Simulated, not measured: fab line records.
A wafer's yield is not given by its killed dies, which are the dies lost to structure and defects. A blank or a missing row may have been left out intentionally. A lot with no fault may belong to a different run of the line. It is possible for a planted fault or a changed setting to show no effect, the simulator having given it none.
2 desks looking at one fault || flow n5 finfet || each desk has only its own numbers; what lay behind them comes last

FOR THE TOOL OWNER'S DESK: pecvd-02
The tool's own readings at N5_BEOL_M3_DEP_57 (deposits SiCN from 3MS/NH3, target thk 8 nm, time 14 s): means of the sampled wafers that have a number, for each lot that ran on this tool. The brackets show how far a lot's mean lies from the usual mean; more than 4 standard deviations puts the lot out of limits, marked OUT.
Columns: A = showerhead plenum p Torr at N5_BEOL_M3_DEP_57, usual 3.661 Torr; B = throttle valve pct at N5_BEOL_M3_DEP_57, usual 9.1 %
{"lot": "L932", "first seen here": "day 8 04:04", "A": 3.664, "B": 9.5}
{"lot": "L934", "first seen here": "day 8 20:52", "A": 3.670, "B": 9.0}
{"lot": "L943", "first seen here": "day 11 19:25", "A": 3.669, "B": 9.5}
This desk's finding: nothing out of limits on any of the 3 lots.

AT THE METROLOGY DESK
Means of the sampled wafers that have a number, per lot and without regard to the tool the lot ran on: this is what the gauges read. The brackets show how far a lot's mean lies from the usual mean; more than 4 standard deviations puts the lot out of limits, marked OUT. 7 of its 12 readings are shown, namely those furthest out on some lot.
Columns: A = M3_THK at N5_BEOL_M3_THK_MEAS_53, usual 40.4 nm; B = M3_RS at N5_BEOL_M3_RS_MEAS_58, usual 0.67 ohm/sq; C = DIBL_P at N5_BEOL_M4_RC_MEAS_101, usual 36.5 mV/V; D = IOFF_P at N5_BEOL_M4_RC_MEAS_101, usual 0.21 nA/um; E = ION_N at N5_BEOL_M4_RC_MEAS_101, usual 675 uA/um; F = ION_P at N5_BEOL_M4_RC_MEAS_101, usual 464 uA/um; G = VT_P at N5_BEOL_M4_RC_MEAS_101, usual -250 mV
{"lot": "L932", "first seen here": "day 8 03:52", "A": 38.2, "B": 0.72, "C": 33.5, "D": 0.16, "E": 655, "F": 448, "G": -255}
{"lot": "L934", "first seen here": "day 8 20:40", "A": 40.4, "B": 0.67, "C": 36.1, "D": 0.18, "E": 671, "F": 458, "G": -253}
{"lot": "L943", "first seen here": "day 11 19:14", "A": 37.8, "B": 0.74, "C": 37.1, "D": 0.22, "E": 674, "F": 462, "G": -250}
{"lot": "L951", "first seen here": "day 13 15:16", "A": 42.4, "B": 0.63, "C": 38.1, "D": 0.27, "E": 678, "F": 471, "G": -246}
{"lot": "L950", "first seen here": "day 13 21:35", "A": 38.2, "B": 0.73, "C": 34.7, "D": 0.23, "E": 665, "F": 470, "G": -245}
This desk's finding: nothing out of limits on any of the 5 lots.

BROUGHT TOGETHER
The tool owner's desk saw nothing out of limits.
Nothing out of limits was seen by the metrology desk.

WHAT WAS PUT IN BY THE SIMULATOR
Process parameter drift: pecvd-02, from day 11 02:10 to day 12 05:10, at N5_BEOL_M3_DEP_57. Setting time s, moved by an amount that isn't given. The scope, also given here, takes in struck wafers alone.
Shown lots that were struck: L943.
